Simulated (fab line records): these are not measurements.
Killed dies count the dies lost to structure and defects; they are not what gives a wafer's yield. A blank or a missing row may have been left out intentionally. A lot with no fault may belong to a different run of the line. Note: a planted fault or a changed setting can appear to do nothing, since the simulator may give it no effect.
Matching of chambers / flow n5-finfet / rie-diel-05 running N5_MOL_CONTACT_COAG_STRIP_96: 4 sister chambers
The step strips in N2/H2. 8 wafers are shown with their chamber, then 7 later ones without.

## WAFERS, EACH WITH ITS CHAMBER
wafer=L076.4; chamber=3; showerhead-plenum-p-Torr (Torr)=3.33; oes-product-au (a.u.)=0.72
wafer=L081.1; chamber=0; showerhead-plenum-p-Torr (Torr)=3.54; oes-product-au (a.u.)=0.84
wafer=L085.3; chamber=2; showerhead-plenum-p-Torr (Torr)=3.59; oes-product-au (a.u.)=0.91
wafer=L086.1; chamber=0; showerhead-plenum-p-Torr (Torr)=3.54; oes-product-au (a.u.)=0.82
wafer=L086.4; chamber=1; showerhead-plenum-p-Torr (Torr)=3.19; oes-product-au (a.u.)=0.71
wafer=L086.5; chamber=2; showerhead-plenum-p-Torr (Torr)=3.59; oes-product-au (a.u.)=0.91
wafer=L089.3; chamber=3; showerhead-plenum-p-Torr (Torr)=3.32; oes-product-au (a.u.)=0.69
wafer=L089.4; chamber=1; showerhead-plenum-p-Torr (Torr)=3.19; oes-product-au (a.u.)=0.69

## WAFERS WITH NO CHAMBER GIVEN
wafer=L089.6; showerhead-plenum-p-Torr (Torr)=3.19; oes-product-au (a.u.)=0.71
wafer=L093.1; showerhead-plenum-p-Torr (Torr)=3.19; oes-product-au (a.u.)=0.70
wafer=L093.2; showerhead-plenum-p-Torr (Torr)=3.59; oes-product-au (a.u.)=0.89
wafer=L093.5; showerhead-plenum-p-Torr (Torr)=3.19; oes-product-au (a.u.)=0.70
wafer=L096.1; showerhead-plenum-p-Torr (Torr)=3.31; oes-product-au (a.u.)=0.68
wafer=L096.2; showerhead-plenum-p-Torr (Torr)=3.52; oes-product-au (a.u.)=0.79
wafer=L096.3; showerhead-plenum-p-Torr (Torr)=3.18; oes-product-au (a.u.)=0.68

## EACH ONE'S CHAMBER
wafer=L089.6; from the rows above=1; in truth=1
wafer=L093.1; from the rows above=1; in truth=1
wafer=L093.2; from the rows above=2; in truth=2
wafer=L093.5; from the rows above=1; in truth=1
wafer=L096.1; from the rows above=3; in truth=3
wafer=L096.2; from the rows above=0; in truth=0
wafer=L096.3; from the rows above=1; in truth=1
Correctly placed: 7 of 7. Number that these rows cannot place: 0. Placed wrongly: 0.
How it was worked out, from the rows above alone: a wafer's distance from a chamber is the root of the sum, over the readings, of the square of ((its reading less the chamber's mean) divided by the reading's scatter). If the next closest chamber is less than 2 further off than the closest, the wafer can't be placed; otherwise it belongs to the closest. For every chamber, the mean is computed from those of its wafers that are shown. The scatter is the square root of a quotient: the sum, over the shown wafers, of each reading's squared deviation from its chamber's mean, divided by wafers minus chambers.
